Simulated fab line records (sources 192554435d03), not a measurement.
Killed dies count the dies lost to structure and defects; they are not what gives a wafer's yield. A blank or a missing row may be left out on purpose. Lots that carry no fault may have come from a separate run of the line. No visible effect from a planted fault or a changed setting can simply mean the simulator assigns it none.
fab line records | flow n5Finfet
[record] lots = 7 | wafers = 39
route steps=1938 shown ZERO_LAYER@4 FIN_SAQP@131 DUMMY_GATE@228 SD_EPI_N@288 MOL_CONTACT_COAG@531 BEOL_M4@1111
startH: hours from the record's opening day to when the first of the lot's shown wafers began | waitH: hours elapsed since this lot's preceding step | " as in the row above | L1.1+2: a row that stands for several wafers | - no value present, or no start provided | * or withheld: withheld | < > ~ a bound
route shown NAME@n: NAME is a module with steps in the file, n the number in the route of the first one | usual: mean/standard deviation taken from wafers without a fault | same: alike in all rows | chamber/n: place in a boat | sites: readings site by site | _std_site: standard deviation across them | _edge_site: the outer-site mean with the inner-site mean subtracted | radiusMm: for every site, how far away it sits from the centre of the wafer | mask NAME#n: copy n | behind: the tool/chamber that last shaped the wafer | hold: cause of the lot's hold/its duration in hours/its outcome | device: the transistor (n, p or np) that didn't switch | end of line: the route-end tests of the same wafers | a step with no rows: only its recipe | killed: at the first sort, the dies lost to defects and structure; wafer yield is something else | map: the dies of a wafer, with x for killed, . for not killed, _ for no die there
set.NAME: setting as actually run; set.NAME@STEP: the setting as run at that earlier step | model.NAME: the simulator's own value behind a step, which no gauge read
lots run with intentionally changed settings; tables by step, rows by wafer
[[steps]]
[step N5_ZERO_LAYER_PECVD_02]
[recipe] material = SiO2 | targetThkA = 100 | tempC = 400 | precursor = SiH4/N2O | pressureTorr = 0.75 | rfW = 275 | timeS = 6
[step N5_FIN_SAQP_MANDREL_ETCH_58]
[recipe] chemistry = HBr/Cl2 | target = a-Si | targetDepthA = 450 | btTimeS = 10 | stopOn = SiNx | maskMaterial = SiO2 | overEtchFrac = 0.8 | timeS = 27 | pressureMtorr = 10 | icpW = 800 | biasW = 75 | HBr_flow_sccm = 150 | Cl2_flow_sccm = 80 | ends = endPoint
[step N5_DUMMY_GATE_EXPOSE_12]
[recipe] maskId = GATE | na = 0.33 | sourceShape = annular | sigmaInner = 0.2 | sigmaOuter = 0.6 | polarization = unpolarized | targetCdNm = 25 | doseMj = 34
[step N5_DUMMY_GATE_ETCH_44]
[recipe] chemistry = HBr/O2 | overEtchFrac = 0.7 | targetDepthA = 1275 | stopOn = SiO2 | ionEnergyEv = 60 | biasW = 20 | target = poly-Si | maskMaterial = SiO2 | pressureMtorr = 20 | icpW = 400 | HBr_flow_sccm = 120 | O2_flow_sccm = 10
[step N5_SD_EPI_N_EPI_21]
[recipe] material = Si:P | dopant = P | tempC = 680 | pressureTorr = 255 | timeS = 690
[step N5_MOL_CONTACT_COAG_ETCH_105]
[recipe] chemistry = CF4 | target = SiARC | targetDepthA = 156 | maskMaterial = CAR-EUV | timeS = 26 | ionEnergyEv = 80 | pressureMtorr = 40 | sourceW = 545 | biasW = 36 | Ar_flow_sccm = 100 | cf4FlowSccm = 100 | ends = cleared
[step N5_MOL_CONTACT_COAG_ETCHBACK_135]
[recipe] chemistry = CHF3 | target = SiO2 | targetDepthA = 250 | timeS = 16.7 | ionEnergyEv = 200 | pressureMtorr = 30 | sourceW = 610 | biasW = 170 | Ar_flow_sccm = 200 | CHF3_flow_sccm = 50
[step N5_BEOL_M4_RC_MEAS_101]
[usual] DIBL_N = 36.3/1.4 | RS_SD_N = 28.3/0.4
lot.wafer | tool      | chamber | startH | waitH | set.targetThkA@ZERO_LAYER_PECVD_02 | set.biasW@FIN_SAQP_MANDREL_ETCH_58 | set.doseMj@DUMMY_GATE_EXPOSE_12 | set.targetDepthA@DUMMY_GATE_ETCH_44 | set.epiGrowthTimeS@SD_EPI_N_EPI_21 | set.biasW@MOL_CONTACT_COAG_ETCH_105 | set.timeS@MOL_CONTACT_COAG_ETCHBACK_135 | DIBL_N[mV/V] | RS_SD_N[ohm/sq]
L077.1    | prober-02 | 0       | 183.55 | 0.0   | 100                                | 84.27                              | 34                              | 1325                                | 657.6                              | 32.35                               | 16.7                                    | 39.4         | 28.4
L077.2    | "         | 0       | "      | "     | 100                                | 84.27                              | 34                              | 1325                                | 690                                | 36                                  | 16.7                                    | 37.5         | 27.8
L077.3    | "         | 0       | "      | "     | 100                                | 75                                 | 34                              | 1325                                | 657.6                              | 36                                  | 19.96                                   | 37.2         | 28.9
L077.4    | "         | 0       | "      | "     | 100                                | 84.27                              | 34                              | 1275                                | 690                                | 32.35                               | 19.96                                   | 37.6         | 27.9
L077.5    | "         | 0       | "      | "     | 100                                | 75                                 | 34                              | 1275                                | 657.6                              | 32.35                               | 19.96                                   | 37.5         | 28.6
L077.6    | "         | 0       | "      | "     | 100                                | 75                                 | 34                              | 1275                                | 690                                | 36                                  | 16.7                                    | 37.5         | 28.2
L076.1    | prober-01 | 0       | 186.17 | 0.0   | 100                                | 75                                 | 34                              | 1275                                | 757.4                              | 42.67                               | 16.7                                    | 35.0         | 26.5
L076.2    | "         | 0       | "      | "     | 104.7                              | 75                                 | 34                              | 1275                                | 690                                | 42.67                               | 18.41                                   | 37.9         | 28.5
L076.3    | "         | 0       | "      | "     | 100                                | 75                                 | 36.63                           | 1275                                | 757.4                              | 36                                  | 16.7                                    | 38.8         | 26.6
L076.4    | "         | 0       | "      | "     | 104.7                              | 75                                 | 34                              | 1275                                | 757.4                              | 36                                  | 18.41                                   | 36.8         | 26.4
L076.5    | "         | 0       | "      | "     | 104.7                              | 75                                 | 36.63                           | 1275                                | 690                                | 36                                  | 18.41                                   | 39.6         | 28.1
L076.6    | "         | 0       | "      | "     | 100                                | 75                                 | 36.63                           | 1275                                | 690                                | 42.67                               | 16.7                                    | 40.1         | 28.2
L079.1    | prober-02 | 0       | 192.73 | 0.0   | 100                                | 75                                 | 34                              | 1275                                | 690                                | 36                                  | 16.7                                    | 34.6         | 27.8
L079.2    | "         | 0       | "      | "     | 100                                | 75                                 | 34                              | 1275                                | 690                                | 36                                  | 16.7                                    | 37.1         | 28.0
L079.4    | "         | 0       | "      | "     | 100                                | 75                                 | 34                              | 1275                                | 690                                | 36                                  | 16.7                                    | 36.3         | 28.3
L081.1    | prober-01 | 0       | 214.24 | 0.0   | 100                                | 75                                 | 36.09                           | 1275                                | 690                                | 40.96                               | 17.97                                   | 39.6         | 27.7
L081.2    | "         | 0       | "      | "     | 100                                | 75                                 | 34                              | 1275                                | 690                                | 36                                  | 16.7                                    | 36.5         | 28.0
L081.3    | "         | 0       | "      | "     | 100                                | 75                                 | 34                              | 1180                                | 690                                | 40.96                               | 16.7                                    | 37.1         | 28.0
L081.4    | "         | 0       | "      | "     | 100                                | 75                                 | 36.09                           | 1180                                | 618.1                              | 36                                  | 17.97                                   | 40.1         | 29.8
L081.5    | "         | 0       | "      | "     | 100                                | 75                                 | 36.09                           | 1275                                | 618.1                              | 36                                  | 16.7                                    | 39.4         | 30.0
L081.6    | "         | 0       | "      | "     | 100                                | 75                                 | 34                              | 1180                                | 618.1                              | 40.96                               | 17.97                                   | 36.7         | 30.4
L084.1    | prober-01 | 0       | 244.78 | 0.0   | 100                                | 75                                 | 34                              | 1275                                | 690                                | 36                                  | 16.7                                    | 34.8         | 29.0
L084.2    | "         | 0       | "      | "     | 100                                | 75                                 | 34                              | 1412                                | 690                                | 29.35                               | 18.86                                   | 37.7         | 28.2
L084.3    | "         | 0       | "      | "     | 100                                | 79.29                              | 34                              | 1275                                | 690                                | 29.35                               | 16.7                                    | 35.3         | 28.0
L084.4    | "         | 0       | "      | "     | 100                                | 79.29                              | 34                              | 1275                                | 690                                | 36                                  | 18.86                                   | 36.2         | 28.4
L084.5    | "         | 0       | "      | "     | 100                                | 79.29                              | 34                              | 1412                                | 690                                | 29.35                               | 16.7                                    | 36.7         | 29.0
L084.6    | "         | 0       | "      | "     | 100                                | 75                                 | 34                              | 1412                                | 690                                | 36                                  | 18.86                                   | 35.3         | 28.7
L086.1    | prober-02 | 0       | 246.32 | 0.0   | 100                                | 75                                 | 35.91                           | 1183                                | 690                                | 36                                  | 14.46                                   | 39.1         | 28.4
L086.2    | "         | 0       | "      | "     | 100                                | 75                                 | 34                              | 1183                                | 663.9                              | 36                                  | 16.7                                    | 38.0         | 29.3
L086.3    | "         | 0       | "      | "     | 100                                | 65.41                              | 35.91                           | 1275                                | 663.9                              | 36                                  | 16.7                                    | 38.4         | 29.2
L086.4    | "         | 0       | "      | "     | 100                                | 65.41                              | 34                              | 1183                                | 663.9                              | 38.34                               | 14.46                                   | 37.7         | 28.9
L086.5    | "         | 0       | "      | "     | 100                                | 65.41                              | 35.91                           | 1275                                | 690                                | 38.34                               | 16.7                                    | 40.9         | 28.5
L086.6    | "         | 0       | "      | "     | 100                                | 75                                 | 34                              | 1275                                | 690                                | 38.34                               | 14.46                                   | 36.2         | 28.7
L090.1    | prober-01 | 0       | 265.43 | 0.0   | 92.88                              | 75                                 | 35.28                           | 1166                                | 662                                | 36                                  | 17.92                                   | 38.9         | 30.3
L090.2    | "         | 0       | "      | "     | 92.88                              | 75                                 | 35.28                           | 1275                                | 690                                | 36                                  | 16.7                                    | 40.9         | 28.6
L090.3    | "         | 0       | "      | "     | 100                                | 75                                 | 34                              | 1275                                | 662                                | 36                                  | 17.92                                   | 36.9         | 30.4
L090.4    | "         | 0       | "      | "     | 92.88                              | 75                                 | 34                              | 1275                                | 662                                | 36                                  | 16.7                                    | 37.7         | 29.6
L090.5    | "         | 0       | "      | "     | 100                                | 75                                 | 35.28                           | 1166                                | 690                                | 36                                  | 16.7                                    | 39.4         | 28.9
L090.6    | "         | 0       | "      | "     | 100                                | 75                                 | 34                              | 1166                                | 690                                | 36                                  | 17.92                                   | 35.9         | 28.9
[[key]]
[split] step = N5_ZERO_LAYER_PECVD_02 | setting = targetThkA | statedAs = 100
response none clear
[split] step = N5_FIN_SAQP_MANDREL_ETCH_58 | setting = biasW | statedAs = 75
response none clear
[split] step = N5_DUMMY_GATE_EXPOSE_12 | setting = doseMj | statedAs = 34
[response] step = N5_BEOL_M4_RC_MEAS_101 | reading = DIBL_N | slope = +0.413 | per = 1% | togetherWith = all | explained = 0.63
[split] step = N5_DUMMY_GATE_ETCH_44 | setting = targetDepthA | statedAs = 1275
response none clear
[split] step = N5_SD_EPI_N_EPI_21 | setting = epiGrowthTimeS | statedAs = 690
[response] step = N5_BEOL_M4_RC_MEAS_101 | reading = RS_SD_N | slope = -0.198 | per = 1% | togetherWith = all | explained = 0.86
[split] step = N5_MOL_CONTACT_COAG_ETCH_105 | setting = biasW | statedAs = 36
response none clear
[split] step = N5_MOL_CONTACT_COAG_ETCHBACK_135 | setting = timeS | statedAs = 16.7
response none clear
